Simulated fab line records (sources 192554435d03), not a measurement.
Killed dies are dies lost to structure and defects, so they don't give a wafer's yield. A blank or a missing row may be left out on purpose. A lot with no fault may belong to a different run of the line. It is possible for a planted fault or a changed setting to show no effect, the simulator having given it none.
Matching of chambers | flow n5Finfet | rieDiel-04 running N5_BEOL_M4_DESCUM_33: 4 sister chambers
The step chemistry O2, time 7 s. 4 wafers are shown with their chamber, then 10 later ones without.

WAFERS PAIRED WITH THEIR CHAMBERS
wafer  | chamber | drypumpMotorCurrentA (A)
L081.6 | 1       | 5.7
L087.4 | 0       | 5.6
L089.1 | 2       | 4.8
L089.2 | 3       | 5.7

WAFERS WITH NO CHAMBER GIVEN
wafer  | drypumpMotorCurrentA (A)
L089.6 | 5.5
L092.1 | 5.5
L092.3 | 5.8
L092.4 | 4.8
L094.1 | 4.7
L094.3 | 5.7
L094.5 | 4.7
L097.2 | 5.7
L097.3 | 4.7
L097.5 | 4.7

CHAMBER TAKEN BY EACH
wafer  | from the rows above          | in truth
L089.6 | can't be placed: 0 or 1 or 3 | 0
L092.1 | can't be placed: 0 or 1 or 3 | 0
L092.3 | can't be placed: 1 or 3 or 0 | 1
L092.4 | 2                            | 2
L094.1 | 2                            | 2
L094.3 | can't be placed: 1 or 3 or 0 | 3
L094.5 | 2                            | 2
L097.2 | can't be placed: 1 or 3 or 0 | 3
L097.3 | 2                            | 2
L097.5 | 2                            | 2
Correct placement for 5 of the 10. Unplaceable from these rows: 5, with the true chamber sitting among the candidates in 5. Number placed wrongly: 0.
How it was worked out, from the rows above alone: a wafer's distance from a chamber is the root of the sum, over the readings, of the square of ((its reading less the chamber's mean) divided by the reading's scatter). If the next closest chamber is less than 2 further off than the closest, the wafer can't be placed; otherwise it belongs to the closest. Each chamber's mean is taken over the wafers shown for it. The scatter: with one shown wafer a chamber, the root of the mean of the squares of how far each hidden wafer lies from its nearest shown one.
